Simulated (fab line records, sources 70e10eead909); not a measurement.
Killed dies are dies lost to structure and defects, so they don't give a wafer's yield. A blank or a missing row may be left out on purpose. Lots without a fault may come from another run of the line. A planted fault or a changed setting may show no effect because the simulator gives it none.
Which tool did it? | flow nand_harc | 23 lots, 69 wafers sampled, at 6 steps of a route of 1302

WHAT THE GAUGES READ, wafer by wafer
NHARC_P_M2_INSPECT_11. Usual: raw_defect_count 5, standard deviation 3.
lot  | measured     | on                | raw_defect_count | flag
L074 | day 6 03:43  | defect_inspect-02 | 6 4 2            |
L075 | day 7 01:37  | defect_inspect-01 | 8 3 5            |
L076 | day 7 09:53  | defect_inspect-02 | 5 2 3            |
L077 | day 7 16:36  | defect_inspect-01 | 2 6 3            |
L078 | day 8 05:28  | defect_inspect-01 | 3 7 1            |
L079 | day 8 15:52  | defect_inspect-02 | 6 4 2            |
L080 | day 8 18:04  | defect_inspect-02 | 5 5 2            |
L081 | day 9 07:23  | defect_inspect-02 | 4 7 3            |
L082 | day 9 17:07  | defect_inspect-02 | 4 5 2            |
L083 | day 10 06:16 | defect_inspect-02 | 3 7 2            |
L084 | day 10 16:54 | defect_inspect-01 | 2 3 6            |
L086 | day 11 05:44 | defect_inspect-02 | 3 6 1            |
L087 | day 11 19:47 | defect_inspect-01 | 14 13 4          |
L088 | day 12 18:17 | defect_inspect-02 | 2 2 5            |
L089 | day 12 19:16 | defect_inspect-01 | 6 2 3            |
L090 | day 13 12:37 | defect_inspect-02 | 8 12 10          |
L091 | day 13 18:19 | defect_inspect-02 | 4 5 11           |
L092 | day 13 19:01 | defect_inspect-02 | 4 13 7           |
L093 | day 14 12:43 | defect_inspect-02 | 4 10 6           |
L094 | day 14 13:10 | defect_inspect-01 | 1 3 8            |
L095 | day 14 22:56 | defect_inspect-01 | 7 8 5            |
L096 | day 15 09:14 | defect_inspect-02 | 4 2 3            |
L097 | day 16 04:10 | defect_inspect-01 | 3 3 2            |

WHICH TOOL RAN EACH LOT (tool, then ch and the chambers of the sampled wafers, then the start)
lot  | NHARC_P_CONTACT_ETCH_31                       | NHARC_P_CONTACT_STRIP_28           | NHARC_P_M0_DESCUM_14               | NHARC_P_M1_STRIP_18                | NHARC_P_M1_PVD_21
L074 | rie_diel-01 ch 0,2, day 5 16:19 or earlier    | rie_diel-01 ch 0,2,3, day 5 16:19  | rie_diel-02 ch 0,2,3, day 5 19:34  | rie_diel-08 ch 1,3, day 6 00:02    | pvd_sputter-03, day 6 03:43 or earlier
L075 | rie_diel-01 ch 1,2,3, day 6 14:20 or earlier  | rie_diel-12 ch 0,1,3, day 6 14:20  | rie_diel-09 ch 1,2,3, day 6 17:33  | rie_diel-13 ch 0,1,3, day 6 22:00  | pvd_sputter-01, day 7 01:37 or earlier
L076 | rie_diel-12 ch 0,2,3, day 6 22:17 or earlier  | rie_diel-01 ch 0,3, day 6 22:17    | rie_diel-06 ch 0,1,3, day 7 01:31  | rie_diel-08 ch 0,2,3, day 7 06:04  | pvd_sputter-01, day 7 09:53 or earlier
L077 | rie_diel-05 ch 1,2,3, day 7 05:03 or earlier  | rie_diel-01 ch 0,2, day 7 05:03    | rie_diel-06 ch 0,1,2, day 7 08:08  | rie_diel-08 ch 0,2, day 7 12:39    | pvd_sputter-01, day 7 16:36 or earlier
L078 | rie_diel-12 ch 0,1,3, day 7 17:25 or earlier  | rie_diel-01 ch 0,2,3, day 7 17:25  | rie_diel-06 ch 1,2,3, day 7 20:40  | rie_diel-07 ch 1,2,3, day 8 01:05  | pvd_sputter-03, day 8 05:28 or earlier
L079 | rie_diel-01 ch 0,2,3, day 8 03:49 or earlier  | rie_diel-12 ch 0,1, day 8 03:49    | rie_diel-06 ch 1,2, day 8 07:00    | rie_diel-13 ch 0,1,3, day 8 12:12  | pvd_sputter-02, day 8 15:52 or earlier
L080 | rie_diel-01 ch 0,3, day 8 06:33 or earlier    | rie_diel-12 ch 0,2, day 8 06:33    | rie_diel-06 ch 1,2,3, day 8 09:46  | rie_diel-13 ch 1,2, day 8 14:22    | pvd_sputter-01, day 8 18:04 or earlier
L081 | rie_diel-01 ch 0,1,3, day 8 18:57 or earlier  | rie_diel-12 ch 2,3, day 8 18:57    | rie_diel-06 ch 0,2,3, day 8 23:06  | rie_diel-13 ch 1,2, day 9 03:40    | pvd_sputter-01, day 9 07:23 or earlier
L082 | rie_diel-05 ch 0,1, day 9 05:52 or earlier    | rie_diel-12 ch 1,2,3, day 9 05:52  | rie_diel-06 ch 0,2,3, day 9 09:03  | rie_diel-13 ch 0,1,2, day 9 13:35  | pvd_sputter-02, day 9 17:07 or earlier
L083 | rie_diel-05 ch 0,1,2, day 9 18:48 or earlier  | rie_diel-12 ch 2,3, day 9 18:48    | rie_diel-06 ch 0,3, day 9 22:05    | rie_diel-08 ch 0,2,3, day 10 02:42 | pvd_sputter-03, day 10 06:16 or earlier
L084 | rie_diel-05 ch 1, day 10 05:11                | rie_diel-05 ch 1,2, day 10 05:27   | rie_diel-06 ch 0,1, day 10 08:37   | rie_diel-08 ch 1,2, day 10 13:10   | pvd_sputter-02, day 10 16:54 or earlier
L086 | rie_diel-12 ch 0,1,3, day 10 18:19 or earlier | rie_diel-01 ch 1,2,3, day 10 18:19 | rie_diel-09 ch 0,2,3, day 10 21:25 | rie_diel-08 ch 0,2,3, day 11 01:53 | pvd_sputter-02, day 11 05:44 or earlier
L087 | rie_diel-05 ch 0,2, day 11 08:05 or earlier   | rie_diel-12 ch 1,2,3, day 11 08:05 | rie_diel-02 ch 1,2,3, day 11 11:19 | rie_diel-13 ch 0,1,2, day 11 15:56 | pvd_sputter-02, day 11 19:47 or earlier
L088 | rie_diel-05 ch 2,3, day 12 06:37 or earlier   | rie_diel-05 ch 1,2,3, day 12 06:37 | rie_diel-09 ch 1,3, day 12 10:00   | rie_diel-07 ch 0,2,3, day 12 14:30 | pvd_sputter-03, day 12 18:17 or earlier
L089 | rie_diel-01 ch 1,2,3, day 12 07:02 or earlier | rie_diel-05 ch 0,1,3, day 12 07:02 | rie_diel-02 ch 0,1, day 12 10:37   | rie_diel-13 ch 0,1, day 12 15:34   | pvd_sputter-02, day 12 19:16 or earlier
L090 | rie_diel-12 ch 0,1,2, day 13 00:29 or earlier | rie_diel-01 ch 0,1,3, day 13 00:29 | rie_diel-09 ch 0,1,2, day 13 03:43 | rie_diel-13 ch 0,2,3, day 13 08:52 | pvd_sputter-02, day 13 12:37 or earlier
L091 | rie_diel-12 ch 0,1,2, day 13 07:05 or earlier | rie_diel-05 ch 2,3, day 13 07:05   | rie_diel-06 ch 1,2, day 13 10:11   | rie_diel-13 ch 0,1,3, day 13 14:41 | pvd_sputter-01, day 13 18:19 or earlier
L092 | rie_diel-01 ch 0,1, day 13 07:10 or earlier   | rie_diel-12 ch 0,1,2, day 13 07:10 | rie_diel-02 ch 0,2,3, day 13 10:53 | rie_diel-07 ch 0,3, day 13 15:16   | pvd_sputter-03, day 13 19:01 or earlier
L093 | rie_diel-12 ch 1,2,3, day 14 01:02 or earlier | rie_diel-01 ch 1,3, day 14 01:02   | rie_diel-06 ch 0,3, day 14 04:19   | rie_diel-07 ch 0,1,3, day 14 09:04 | pvd_sputter-01, day 14 12:43 or earlier
L094 | rie_diel-05 ch 1,2,3, day 14 01:44 or earlier | rie_diel-12 ch 1,2, day 14 01:44   | rie_diel-02 ch 1,2, day 14 04:58   | rie_diel-13 ch 1,2,3, day 14 09:29 | pvd_sputter-02, day 14 13:10 or earlier
L095 | rie_diel-12 ch 0,1,3, day 14 11:49 or earlier | rie_diel-01 ch 1,2,3, day 14 11:49 | rie_diel-06 ch 0,2,3, day 14 15:01 | rie_diel-07 ch 0,1,3, day 14 19:23 | pvd_sputter-02, day 14 22:56 or earlier
L096 | rie_diel-05 ch 0,1,3, day 14 21:50 or earlier | rie_diel-05 ch 0,1,3, day 14 21:50 | rie_diel-02 ch 2,3, day 15 01:05   | rie_diel-07 ch 0,1,3, day 15 05:32 | pvd_sputter-02, day 15 09:14 or earlier
L097 | rie_diel-12 ch 0,2,3, day 15 16:35 or earlier | rie_diel-12 ch 0,1,3, day 15 16:35 | rie_diel-06 ch 0,2,3, day 15 19:49 | rie_diel-13 ch 0,1,2, day 16 00:26 | pvd_sputter-01, day 16 04:10 or earlier
- NHARC_P_CONTACT_ETCH_31: etches the open film in CH3F/O2, target depth 30 nm, time 85.7 s.
- NHARC_P_CONTACT_STRIP_28: strips in O2.
- NHARC_P_M0_DESCUM_14: chemistry O2, time 3 s.
- NHARC_P_M1_STRIP_18: strips in N2/H2.
- NHARC_P_M1_PVD_21: deposits Cu, target thk 30 nm, time 20.49 s.

WHAT THE TOOLS THEMSELVES READ (means of the sampled wafers that have a number; where no wafer has one, the mark that the record gives instead)
NHARC_P_CONTACT_ETCH_31. Usual: drypump_motor_current_A 5.8 A, standard deviation 0.31; oes_product_au 0.977 a.u., standard deviation 0.018; rf_vpp_V 243.9 V, standard deviation 1.8; showerhead_plenum_p_Torr 2.44 Torr, standard deviation 0.11; throttle_valve_pct 20.662 %, standard deviation 0.0082.
lot  | tool        | drypump_motor_current_A (A) | oes_product_au (a.u.) | rf_vpp_V (V) | showerhead_plenum_p_Torr (Torr) | throttle_valve_pct (%) | flag
L074 | rie_diel-01 | 6.2                         | 0.957                 | 243.8        | 2.41                            | 20.670                 |
L075 | rie_diel-01 | 6.0                         | 0.957                 | 241.6        | 2.34                            | 20.663                 |
L076 | rie_diel-12 | 5.7                         | 0.992                 | 243.6        | 2.45                            | 20.666                 |
L077 | rie_diel-05 | 5.9                         | 0.982                 | 244.7        | 2.49                            | 20.662                 |
L078 | rie_diel-12 | 5.8                         | 0.977                 | 244.4        | 2.55                            | 20.656                 |
L079 | rie_diel-01 | 6.1                         | 0.979                 | 243.4        | 2.36                            | 20.657                 |
L080 | rie_diel-01 | 6.0                         | 0.965                 | 243.4        | 2.39                            | 20.656                 |
L081 | rie_diel-01 | 5.9                         | 0.955                 | 242.8        | 2.36                            | 20.664                 |
L082 | rie_diel-05 | 6.0                         | 0.955                 | 243.9        | 2.37                            | 20.664                 |
L083 | rie_diel-05 | 5.9                         | 0.972                 | 244.4        | 2.45                            | 20.662                 |
L084 | rie_diel-05 | 6.0                         | 0.983                 | 244.6        | 2.48                            | 20.657                 |
L086 | rie_diel-12 | 5.8                         | 0.997                 | 245.5        | 2.55                            | 20.667                 |
L087 | rie_diel-05 | 5.9                         | 0.990                 | 243.0        | 2.39                            | 20.661                 |
L088 | rie_diel-05 | 5.8                         | 1.010                 | 244.1        | 2.47                            | 20.660                 |
L089 | rie_diel-01 | 6.0                         | 0.990                 | 242.5        | 2.34                            | 20.665                 |
L090 | rie_diel-12 | 5.6                         | 0.979                 | 243.7        | 2.44                            | 20.660                 |
L091 | rie_diel-12 | 5.6                         | 0.988                 | 243.5        | 2.44                            | 20.658                 |
L092 | rie_diel-01 | 5.9                         | 0.977                 | 243.2        | 2.37                            | 20.662                 |
L093 | rie_diel-12 | 5.5                         | 0.978                 | 245.7        | 2.53                            | 20.670                 |
L094 | rie_diel-05 | 5.9                         | 0.987                 | 244.9        | 2.48                            | 20.664                 |
L095 | rie_diel-12 | 5.8                         | 0.978                 | 245.7        | 2.55                            | 20.664                 |
L096 | rie_diel-05 | 5.9                         | 0.984                 | 244.0        | 2.41                            | 20.659                 |
L097 | rie_diel-12 | 5.7                         | 0.954                 | 244.2        | 2.45                            | 20.657                 |

NHARC_P_CONTACT_STRIP_28. Usual: drypump_motor_current_A 5.8 A, standard deviation 0.34; oes_product_au 1.003 a.u., standard deviation 0.013; rf_vpp_V 57.6 V, standard deviation 0.96; showerhead_plenum_p_Torr 3.49 Torr, standard deviation 0.16; throttle_valve_pct 17.035 %, standard deviation 0.0091.
lot  | tool        | drypump_motor_current_A (A) | oes_product_au (a.u.) | rf_vpp_V (V) | showerhead_plenum_p_Torr (Torr) | throttle_valve_pct (%) | flag
L074 | rie_diel-01 | 6.1                         | 0.994                 | 57.0         | 3.40                            | 17.042                 |
L075 | rie_diel-12 | 5.8                         | 1.007                 | 58.5         | 3.66                            | 17.040                 |
L076 | rie_diel-01 | 6.0                         | 0.995                 | 57.0         | 3.43                            | 17.030                 |
L077 | rie_diel-01 | 6.3                         | 0.990                 | 57.2         | 3.42                            | 17.036                 |
L078 | rie_diel-01 | 6.1                         | 1.001                 | 57.2         | 3.40                            | 17.037                 |
L079 | rie_diel-12 | 6.0                         | 1.004                 | 58.2         | 3.54                            | 17.040                 |
L080 | rie_diel-12 | 5.5                         | 1.005                 | 58.6         | 3.37                            | 17.036                 |
L081 | rie_diel-12 | 5.4                         | 1.009                 | 57.4         | 3.49                            | 17.035                 |
L082 | rie_diel-12 | 5.5                         | 0.996                 | 58.8         | 3.62                            | 17.029                 |
L083 | rie_diel-12 | 5.5                         | 1.009                 | 57.9         | 3.64                            | 17.034                 |
L084 | rie_diel-05 | 5.9                         | 1.001                 | 56.9         | 3.61                            | 17.042                 |
L086 | rie_diel-01 | 6.0                         | 1.009                 | 56.7         | 3.36                            | 17.044                 |
L087 | rie_diel-12 | 5.5                         | 1.002                 | 57.7         | 3.62                            | 17.035                 |
L088 | rie_diel-05 | 5.9                         | 1.022                 | 57.8         | 3.56                            | 17.036                 |
L089 | rie_diel-05 | 5.9                         | 1.013                 | 57.6         | 3.46                            | 17.041                 |
L090 | rie_diel-01 | 5.9                         | 0.999                 | 57.8         | 3.39                            | 17.031                 |
L091 | rie_diel-05 | 5.8                         | 1.032                 | 57.4         | 3.59                            | 17.032                 |
L092 | rie_diel-12 | 5.7                         | 1.003                 | 57.3         | 3.51                            | 17.034                 |
L093 | rie_diel-01 | 5.8                         | 1.006                 | 57.1         | 3.34                            | 17.040                 |
L094 | rie_diel-12 | 5.3                         | 1.004                 | 57.8         | 3.47                            | 17.030                 |
L095 | rie_diel-01 | 6.0                         | 1.010                 | 57.5         | 3.36                            | 17.034                 |
L096 | rie_diel-05 | 5.9                         | 1.004                 | 56.9         | 3.46                            | 17.038                 |
L097 | rie_diel-12 | 5.8                         | 0.985                 | 59.4         | 3.65                            | 17.039                 |

NHARC_P_M0_DESCUM_14. Usual: drypump_motor_current_A 5.7 A, standard deviation 0.44; oes_product_au 1.005 a.u., standard deviation 0.011; rf_vpp_V 57.7 V, standard deviation 0.86; showerhead_plenum_p_Torr 1.89 Torr, standard deviation 0.097; throttle_valve_pct 11.310 %, standard deviation 0.0082.
lot  | tool        | drypump_motor_current_A (A) | oes_product_au (a.u.) | rf_vpp_V (V) | showerhead_plenum_p_Torr (Torr) | throttle_valve_pct (%) | flag
L074 | rie_diel-02 | 6.1                         | 1.001                 | 57.6         | 1.91                            | 11.312                 |
L075 | rie_diel-09 | 5.8                         | 1.006                 | 56.4         | 1.88                            | 11.308                 |
L076 | rie_diel-06 | 5.4                         | 0.999                 | 58.1         | 1.83                            | 11.314                 |
L077 | rie_diel-06 | 5.6                         | 0.995                 | 57.3         | 1.84                            | 11.310                 |
L078 | rie_diel-06 | 5.3                         | 0.991                 | 57.0         | 1.87                            | 11.308                 |
L079 | rie_diel-06 | 5.6                         | 0.984                 | 58.1         | 1.89                            | 11.308                 |
L080 | rie_diel-06 | 5.4                         | 1.001                 | 57.2         | 1.87                            | 11.313                 |
L081 | rie_diel-06 | 5.5                         | 1.001                 | 57.7         | 1.85                            | 11.308                 |
L082 | rie_diel-06 | 5.5                         | 0.996                 | 57.2         | 1.85                            | 11.305                 |
L083 | rie_diel-06 | 5.3                         | 1.008                 | 57.2         | 1.83                            | 11.312                 |
L084 | rie_diel-06 | 5.6                         | 0.999                 | 56.7         | 1.80                            | 11.311                 |
L086 | rie_diel-09 | 5.6                         | 1.010                 | 58.9         | 1.90                            | 11.306                 |
L087 | rie_diel-02 | 6.2                         | 1.013                 | 58.5         | 1.95                            | 11.313                 |
L088 | rie_diel-09 | 5.9                         | 1.009                 | 57.9         | 1.97                            | 11.316                 |
L089 | rie_diel-02 | 6.0                         | 0.997                 | 57.9         | 1.97                            | 11.311                 |
L090 | rie_diel-09 | 5.4                         | 1.006                 | 57.6         | 1.98                            | 11.317                 |
L091 | rie_diel-06 | 5.4                         | 0.998                 | 57.8         | 1.86                            | 11.318                 |
L092 | rie_diel-02 | 6.1                         | 1.011                 | 58.4         | 1.99                            | 11.309                 |
L093 | rie_diel-06 | 5.6                         | 1.016                 | 56.6         | 1.80                            | 11.312                 |
L094 | rie_diel-02 | 6.1                         | 1.008                 | 58.4         | 1.90                            | 11.309                 |
L095 | rie_diel-06 | 5.6                         | 1.018                 | 57.6         | 1.84                            | 11.304                 |
L096 | rie_diel-02 | 6.2                         | 1.022                 | 57.5         | 1.93                            | 11.307                 |
L097 | rie_diel-06 | 5.6                         | 1.017                 | 57.7         | 1.84                            | 11.306                 |

NHARC_P_M1_STRIP_18. Usual: drypump_motor_current_A 5.6 A, standard deviation 0.48; oes_product_au 0.998 a.u., standard deviation 0.014; rf_vpp_V 90.6 V, standard deviation 0.97; showerhead_plenum_p_Torr 2.01 Torr, standard deviation 0.054; throttle_valve_pct 14.171 %, standard deviation 0.0089.
lot  | tool        | drypump_motor_current_A (A) | oes_product_au (a.u.) | rf_vpp_V (V) | showerhead_plenum_p_Torr (Torr) | throttle_valve_pct (%) | flag
L074 | rie_diel-08 | 6.2                         | 1.008                 | 90.3         | 1.98                            | 14.171                 |
L075 | rie_diel-13 | 5.7                         | 1.005                 | 90.7         | 2.04                            | 14.175                 |
L076 | rie_diel-08 | 5.5                         | 0.993                 | 90.6         | 1.95                            | 14.178                 |
L077 | rie_diel-08 | 5.1                         | 0.994                 | 89.8         | 1.94                            | 14.168                 |
L078 | rie_diel-07 | 5.5                         | 1.006                 | 90.3         | 2.04                            | 14.171                 |
L079 | rie_diel-13 | 5.7                         | 0.999                 | 90.5         | 2.04                            | 14.175                 |
L080 | rie_diel-13 | 6.1                         | 0.995                 | 90.0         | 1.99                            | 14.178                 |
L081 | rie_diel-13 | 5.7                         | 0.976                 | 90.3         | 1.98                            | 14.169                 |
L082 | rie_diel-13 | 5.8                         | 0.991                 | 90.8         | 2.02                            | 14.179                 |
L083 | rie_diel-08 | 5.5                         | 1.006                 | 89.4         | 1.94                            | 14.176                 |
L084 | rie_diel-08 | 5.7                         | 1.007                 | 90.2         | 2.02                            | 14.170                 |
L086 | rie_diel-08 | 5.5                         | 1.008                 | 91.2         | 1.94                            | 14.168                 |
L087 | rie_diel-13 | 5.7                         | 0.983                 | 90.0         | 2.02                            | 14.166                 |
L088 | rie_diel-07 | 5.8                         | 1.012                 | 90.7         | 2.01                            | 14.167                 |
L089 | rie_diel-13 | 5.8                         | 0.996                 | 91.9         | 2.06                            | 14.169                 |
L090 | rie_diel-13 | 5.3                         | 0.987                 | 91.3         | 2.03                            | 14.173                 |
L091 | rie_diel-13 | 5.7                         | 0.993                 | 90.4         | 2.03                            | 14.173                 |
L092 | rie_diel-07 | 5.5                         | 1.015                 | 91.0         | 2.02                            | 14.177                 |
L093 | rie_diel-07 | 5.6                         | 1.011                 | 90.2         | 2.02                            | 14.169                 |
L094 | rie_diel-13 | 5.6                         | 0.976                 | 89.2         | 2.00                            | 14.168                 |
L095 | rie_diel-07 | 5.5                         | 1.009                 | 90.2         | 2.02                            | 14.169                 |
L096 | rie_diel-07 | 5.5                         | 1.011                 | 90.2         | 2.01                            | 14.166                 |
L097 | rie_diel-13 | 5.8                         | 1.001                 | 91.5         | 2.02                            | 14.166                 |

NHARC_P_M1_PVD_21. Usual: throttle_valve_pct 30.4 %, standard deviation 1.
lot  | tool           | throttle_valve_pct (%) | flag
L074 | pvd_sputter-03 | 28.9                   |
L075 | pvd_sputter-01 | 30.3                   |
L076 | pvd_sputter-01 | 29.9                   |
L077 | pvd_sputter-01 | 30.8                   |
L078 | pvd_sputter-03 | 29.5                   |
L079 | pvd_sputter-02 | 31.0                   |
L080 | pvd_sputter-01 | 30.5                   |
L081 | pvd_sputter-01 | 30.2                   |
L082 | pvd_sputter-02 | 31.7                   |
L083 | pvd_sputter-03 | 29.5                   |
L084 | pvd_sputter-02 | 30.8                   |
L086 | pvd_sputter-02 | 31.1                   |
L087 | pvd_sputter-02 | 30.3                   |
L088 | pvd_sputter-03 | 29.6                   |
L089 | pvd_sputter-02 | 30.5                   |
L090 | pvd_sputter-02 | 31.2                   |
L091 | pvd_sputter-01 | 30.6                   |
L092 | pvd_sputter-03 | 29.2                   |
L093 | pvd_sputter-01 | 29.9                   |
L094 | pvd_sputter-02 | 31.8                   |
L095 | pvd_sputter-02 | 31.5                   |
L096 | pvd_sputter-02 | 31.0                   |
L097 | pvd_sputter-01 | 30.7                   |

THE ANSWER, worked out from the rows above alone
Rule: a lot is off if the mean of its wafers that have a number lies more than 3 standard deviations from the usual mean. A lot without any number at a reading at which 4 lots or more have one is off too. The other lots that the step has rows for count as sound. The gauges are gone through in route order, then the tools' own readings, and for those a lot's mean is taken as printed above. The first step at which some lot is off is used, and at that step the reading that is off furthest; a lot without a number counts as furthest.
No lot is off at any reading shown: from this, nothing can be told.

WHAT THE SIMULATOR HAD PUT IN
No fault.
